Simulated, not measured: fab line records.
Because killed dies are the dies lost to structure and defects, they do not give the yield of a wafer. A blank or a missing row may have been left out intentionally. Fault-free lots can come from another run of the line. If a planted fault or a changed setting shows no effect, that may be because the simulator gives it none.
Chamber matching :: flow n5 finfet :: pecvd-03 running N5_BEOL_M4_PECVD_72: 3 sister chambers
The step deposits SiO2 from TEOS/O2, target thk 16 nm, time 18 s. 6 wafers are shown with their chamber, then 9 later ones without.

WAFERS WITH THEIR CHAMBER
wafer: L085.1
chamber: 2
throttle valve pct (%): 20.8
showerhead plenum p Torr (Torr): 8.76

wafer: L085.2
chamber: 1
throttle valve pct (%): 23.0
showerhead plenum p Torr (Torr): 8.91

wafer: L085.3
chamber: 0
throttle valve pct (%): 22.8
showerhead plenum p Torr (Torr): 8.76

wafer: L087.1
chamber: 2
throttle valve pct (%): 21.0
showerhead plenum p Torr (Torr): 8.76

wafer: L087.5
chamber: 1
throttle valve pct (%): 23.4
showerhead plenum p Torr (Torr): 8.88

wafer: L087.6
chamber: 0
throttle valve pct (%): 22.9
showerhead plenum p Torr (Torr): 8.78

WAFERS MISSING THEIR CHAMBER
wafer: L090.1
throttle valve pct (%): 23.1
showerhead plenum p Torr (Torr): 8.89

wafer: L090.3
throttle valve pct (%): 20.9
showerhead plenum p Torr (Torr): 8.76

wafer: L090.4
throttle valve pct (%): 23.0
showerhead plenum p Torr (Torr): 8.80

wafer: L092.1
throttle valve pct (%): 21.1
showerhead plenum p Torr (Torr): 8.78

wafer: L092.2
throttle valve pct (%): 22.8
showerhead plenum p Torr (Torr): 8.76

wafer: L092.4
throttle valve pct (%): 23.2
showerhead plenum p Torr (Torr): 8.89

wafer: L096.1
throttle valve pct (%): 21.3
showerhead plenum p Torr (Torr): 8.76

wafer: L096.2
throttle valve pct (%): 22.9
showerhead plenum p Torr (Torr): 8.77

wafer: L096.5
throttle valve pct (%): 22.6
showerhead plenum p Torr (Torr): 8.76

WHICH CHAMBER EACH ONE RAN IN
wafer: L090.1
from the rows above: 1
in truth: 1

wafer: L090.3
from the rows above: 2
in truth: 2

wafer: L090.4
from the rows above: 0
in truth: 0

wafer: L092.1
from the rows above: 2
in truth: 2

wafer: L092.2
from the rows above: 0
in truth: 0

wafer: L092.4
from the rows above: 1
in truth: 1

wafer: L096.1
from the rows above: 2
in truth: 2

wafer: L096.2
from the rows above: 0
in truth: 0

wafer: L096.5
from the rows above: 0
in truth: 0
9 of 9 placed correctly. Number that these rows cannot place: 0. Placed wrongly: 0.
How it was worked out, from the rows above alone: a wafer's distance from a chamber is the root of the sum, over the readings, of the square of ((its reading less the chamber's mean) divided by the reading's scatter). If the next closest chamber is less than 2 further off than the closest, the wafer can't be placed; otherwise it belongs to the closest. A chamber's mean is the mean of its shown wafers. The scatter: take each reading less its chamber's mean, square it, sum over the shown wafers, divide by the number of wafers less the number of chambers, and take the root.
